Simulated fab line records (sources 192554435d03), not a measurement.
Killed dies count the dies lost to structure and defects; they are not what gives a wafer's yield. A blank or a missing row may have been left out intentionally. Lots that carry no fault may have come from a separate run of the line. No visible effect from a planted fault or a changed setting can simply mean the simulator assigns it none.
Matching of chambers | flow n5-finfet | 4 sister chambers for N5_BEOL_M1_DESCUM_33 on rie-diel-04
The step chemistry O2, time 7 s. 8 wafers are shown with their chamber, then 8 later ones without.

## WAFERS WITH THEIR CHAMBER
wafer  | chamber | showerhead-plenum-p-Torr (Torr) | throttle-valve-pct (%)
L078.6 | 0       | 1.97                            | 20.56
L080.2 | 3       | 2.19                            | 20.53
L081.1 | 3       | 2.19                            | 20.51
L081.3 | 2       | 2.09                            | 20.37
L083.2 | 0       | 1.96                            | 20.56
L083.3 | 1       | 2.17                            | 20.41
L083.6 | 1       | 2.17                            | 20.42
L084.1 | 2       | 2.09                            | 20.37

## WAFERS WITHOUT THEIR CHAMBER
wafer  | showerhead-plenum-p-Torr (Torr) | throttle-valve-pct (%)
L084.5 | 2.17                            | 20.44
L084.6 | 2.09                            | 20.36
L085.2 | 2.19                            | 20.53
L085.3 | 2.09                            | 20.36
L085.4 | 2.17                            | 20.44
L095.1 | 2.16                            | 20.47
L095.2 | 2.18                            | 20.56
L095.4 | 2.08                            | 20.38

## CHAMBER TAKEN BY EACH
wafer  | from the rows above | in truth
L084.5 | 1                   | 1
L084.6 | 2                   | 2
L085.2 | 3                   | 3
L085.3 | 2                   | 2
L085.4 | 1                   | 1
L095.1 | 1                   | 1
L095.2 | 3                   | 3
L095.4 | 2                   | 2
Correctly placed: 8 of 8. Number that these rows cannot place: 0. Wrongly placed: 0.
How it was worked out, from the rows above alone: a wafer's distance from a chamber is the root of the sum, over the readings, of the square of ((its reading less the chamber's mean) divided by the reading's scatter). If the next closest chamber is less than 2 further off than the closest, the wafer can't be placed; otherwise it belongs to the closest. For every chamber, the mean is computed from those of its wafers that are shown. The scatter is the square root of a quotient: the sum, over the shown wafers, of each reading's squared deviation from its chamber's mean, divided by wafers minus chambers.
